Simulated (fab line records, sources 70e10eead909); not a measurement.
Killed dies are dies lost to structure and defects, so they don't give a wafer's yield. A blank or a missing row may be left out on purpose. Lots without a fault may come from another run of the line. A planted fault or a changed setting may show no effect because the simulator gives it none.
Tool commonality check | flow nand_harc | 15 lots, 45 wafers sampled

WHY IT WAS OPENED
At NHARC_P_BONDPAD_THK_MEAS_33 the reading thk_nm is flagged on 3 of 15 lots. Wafers without a fault read 199.8 nm, standard deviation 1.6.
Rule: a lot is flagged when every wafer of it that has a number lies more than 4 standard deviations from that mean, or none has a number. The other lots count as sound.

lot  | measured     | on            | thk_nm (nm), wafer by wafer | flag
L550 | day 6 19:10  | film_metro-01 | 202.2 200.7 201.8           |
L552 | day 7 07:08  | film_metro-02 | 200.6 199.5 200.3           |
L553 | day 7 20:36  | film_metro-02 | 196.8 199.2 198.4           |
L555 | day 8 15:08  | film_metro-01 | 198.4 197.3 196.3           |
L557 | day 9 15:12  | film_metro-02 | 197.5 199.7 199.0           |
L558 | day 9 21:31  | film_metro-01 | 198.2 200.7 197.7           |
L564 | day 12 13:49 | film_metro-01 | 248.2 248.3 248.3           | FLAGGED
L565 | day 13 00:17 | film_metro-02 | 252.6 245.3 252.1           | FLAGGED
L566 | day 13 10:38 | film_metro-02 | 250.0 248.7 256.0           | FLAGGED
L568 | day 14 11:25 | film_metro-02 | 200.7 200.0 200.1           |
L569 | day 14 18:48 | film_metro-01 | 202.2 201.7 200.5           |
L570 | day 15 00:31 | film_metro-01 | 199.6 200.6 201.4           |
L571 | day 15 11:00 | film_metro-01 | 200.9 200.6 200.7           |
L572 | day 15 18:58 | film_metro-01 | 199.6 199.6 201.9           |
L573 | day 16 06:02 | film_metro-02 | 202.0 200.0 203.6           |
The numbers of the flagged lots are 249.9 nm on average: +50.1 nm against the usual, or +31 standard deviations.

WHICH TOOL RAN EACH LOT
The record holds 3 process steps before the reading, out of a route of 1302 steps. In each cell: the tool, then ch and the chambers that the sampled wafers went through, then the start.
lot  | flag    | NHARC_P_M2_ETCH_35                 | NHARC_P_M2_PVD_20                       | NHARC_P_BONDPAD_CMP_32
L550 |         | rie_diel-10 ch 0,1,2, day 6 15:28  | pvd_sputter-03, day 6 17:47 or earlier  | cmp-03 ch 0,1, day 6 18:56
L552 |         | rie_diel-10 ch 0,1,3, day 7 03:24  | pvd_sputter-03, day 7 05:46 or earlier  | cmp-03 ch 1,2,3, day 7 06:55
L553 |         | rie_diel-02 ch 1,2,3, day 7 16:28  | pvd_sputter-02, day 7 19:14 or earlier  | cmp-02 ch 0,2,3, day 7 20:21
L555 |         | rie_diel-10 ch 0,1,2, day 8 11:25  | pvd_sputter-03, day 8 13:45 or earlier  | cmp-01 ch 0,2, day 8 14:53
L557 |         | rie_diel-02 ch 1,2,3, day 9 11:29  | pvd_sputter-03, day 9 13:49 or earlier  | cmp-01 ch 0,2,3, day 9 14:57
L558 |         | rie_diel-10 ch 1,2, day 9 17:44    | pvd_sputter-01, day 9 20:09 or earlier  | cmp-03 ch 0,2, day 9 21:18
L564 | FLAGGED | rie_diel-02 ch 1,2,3, day 12 10:06 | pvd_sputter-03, day 12 12:27 or earlier | cmp-01 ch 1,2,3, day 12 13:35
L565 | FLAGGED | rie_diel-02 ch 0,2, day 12 20:31   | pvd_sputter-01, day 12 22:55 or earlier | cmp-01 ch 1,2, day 13 00:02
L566 | FLAGGED | rie_diel-11 ch 1,3, day 13 06:52   | pvd_sputter-01, day 13 09:17 or earlier | cmp-02 ch 1,2, day 13 10:23
L568 |         | rie_diel-02 ch 0,3, day 14 07:43   | pvd_sputter-03, day 14 10:04 or earlier | cmp-01 ch 0,2,3, day 14 11:10
L569 |         | rie_diel-11 ch 1,2,3, day 14 15:01 | pvd_sputter-01, day 14 17:24 or earlier | cmp-03 ch 0,1,3, day 14 18:33
L570 |         | rie_diel-10 ch 0,1,2, day 14 20:50 | pvd_sputter-03, day 14 23:10 or earlier | cmp-01 ch 0,2,3, day 15 00:18
L571 |         | rie_diel-02 ch 0,1,3, day 15 07:17 | pvd_sputter-02, day 15 09:37 or earlier | cmp-03 ch 0,1,3, day 15 10:46
L572 |         | rie_diel-11 ch 0,1,3, day 15 15:14 | pvd_sputter-01, day 15 17:35 or earlier | cmp-02 ch 0,1,2, day 15 18:43
L573 |         | rie_diel-10 ch 1,2, day 16 02:19   | pvd_sputter-02, day 16 04:38 or earlier | cmp-03 ch 0,3, day 16 05:48
What these steps do:
- NHARC_P_M2_ETCH_35: etches the open film in N2/H2, target depth 40 nm, overetch 12 nm, time 43.94 s.
- NHARC_P_M2_PVD_20: deposits TaN, target thk 5 nm, time 8.06 s.
- NHARC_P_BONDPAD_CMP_32: polishes SiCN, target thk 200 nm.
- NHARC_P_BONDPAD_THK_MEAS_33: measures by ellipsometry.

FLAGGED OVER TOTAL, TOOL BY TOOL (the gauges that took the reading come last)
step                        | tool           | lots run | flagged | share of the flagged lots | sound lots run after its first flagged lot
NHARC_P_M2_ETCH_35          | rie_diel-02    | 6        | 2       | some                      | 2 (L568,L571)
NHARC_P_M2_ETCH_35          | rie_diel-10    | 6        | 0       | none                      | -
NHARC_P_M2_ETCH_35          | rie_diel-11    | 3        | 1       | some                      | 2 (L569,L572)
NHARC_P_M2_PVD_20           | pvd_sputter-01 | 5        | 2       | some                      | 2 (L569,L572)
NHARC_P_M2_PVD_20           | pvd_sputter-02 | 3        | 0       | none                      | -
NHARC_P_M2_PVD_20           | pvd_sputter-03 | 7        | 1       | some                      | 2 (L568,L570)
NHARC_P_BONDPAD_CMP_32      | cmp-01         | 6        | 2       | some                      | 2 (L568,L570)
NHARC_P_BONDPAD_CMP_32      | cmp-02         | 3        | 1       | some                      | 1 (L572)
NHARC_P_BONDPAD_CMP_32      | cmp-03         | 6        | 0       | none                      | -
NHARC_P_BONDPAD_THK_MEAS_33 | film_metro-01  | 8        | 1       | some                      | 4 (L569,L570,L571,L572)
NHARC_P_BONDPAD_THK_MEAS_33 | film_metro-02  | 7        | 2       | some                      | 2 (L568,L573)
NHARC_P_M2_PVD_20 gives no start for some lots, so the hours and the order of its lots are those of NHARC_P_M2_THK_MEAS_24.

WHAT THE TABLE ALLOWS
No row of the table ran every flagged lot.

WHAT THE SIMULATOR HAD PUT IN
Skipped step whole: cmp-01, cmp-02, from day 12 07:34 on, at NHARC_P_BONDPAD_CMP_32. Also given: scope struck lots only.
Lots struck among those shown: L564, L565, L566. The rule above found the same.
